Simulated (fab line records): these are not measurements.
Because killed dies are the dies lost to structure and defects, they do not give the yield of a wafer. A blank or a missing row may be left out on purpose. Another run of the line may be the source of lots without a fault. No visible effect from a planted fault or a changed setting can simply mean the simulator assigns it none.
Matching of chambers || flow n5Finfet || 3 sister chambers for N5_FIN_SAQP_STRIP_77 on rieDiel-02
The step strips in N2/H2, time 90 s. 3 wafers are shown with their chamber, then 5 later ones without.

EACH WAFER AND ITS CHAMBER
{"wafer": "L081.3", "chamber": 0, "showerheadPlenumPTorr (Torr)": 3.50}
{"wafer": "L086.1", "chamber": 2, "showerheadPlenumPTorr (Torr)": 3.54}
{"wafer": "L086.2", "chamber": 1, "showerheadPlenumPTorr (Torr)": 3.42}

WAFERS WITHOUT THEIR CHAMBER
{"wafer": "L086.3", "showerheadPlenumPTorr (Torr)": 3.49}
{"wafer": "L087.2", "showerheadPlenumPTorr (Torr)": 3.49}
{"wafer": "L087.4", "showerheadPlenumPTorr (Torr)": 3.54}
{"wafer": "L096.1", "showerheadPlenumPTorr (Torr)": 3.40}
{"wafer": "L096.5", "showerheadPlenumPTorr (Torr)": 3.40}

CHAMBER TAKEN BY EACH
{"wafer": "L086.3", "from the rows above": 0, "in truth": 0}
{"wafer": "L087.2", "from the rows above": 0, "in truth": 0}
{"wafer": "L087.4", "from the rows above": 2, "in truth": 2}
{"wafer": "L096.1", "from the rows above": 1, "in truth": 1}
{"wafer": "L096.5", "from the rows above": 1, "in truth": 1}
Correct placement for 5 of the 5. From these rows, 0 cannot be placed. Number placed wrongly: 0.
How it was worked out, from the rows above alone: a wafer's distance from a chamber is the root of the sum, over the readings, of the square of ((its reading less the chamber's mean) divided by the reading's scatter). The wafer belongs to the nearest chamber; if the next one is less than 2 further off, it can't be placed. For every chamber, the mean is computed from those of its wafers that are shown. The scatter: with one shown wafer a chamber, the root of the mean of the squares of how far each hidden wafer lies from its nearest shown one.
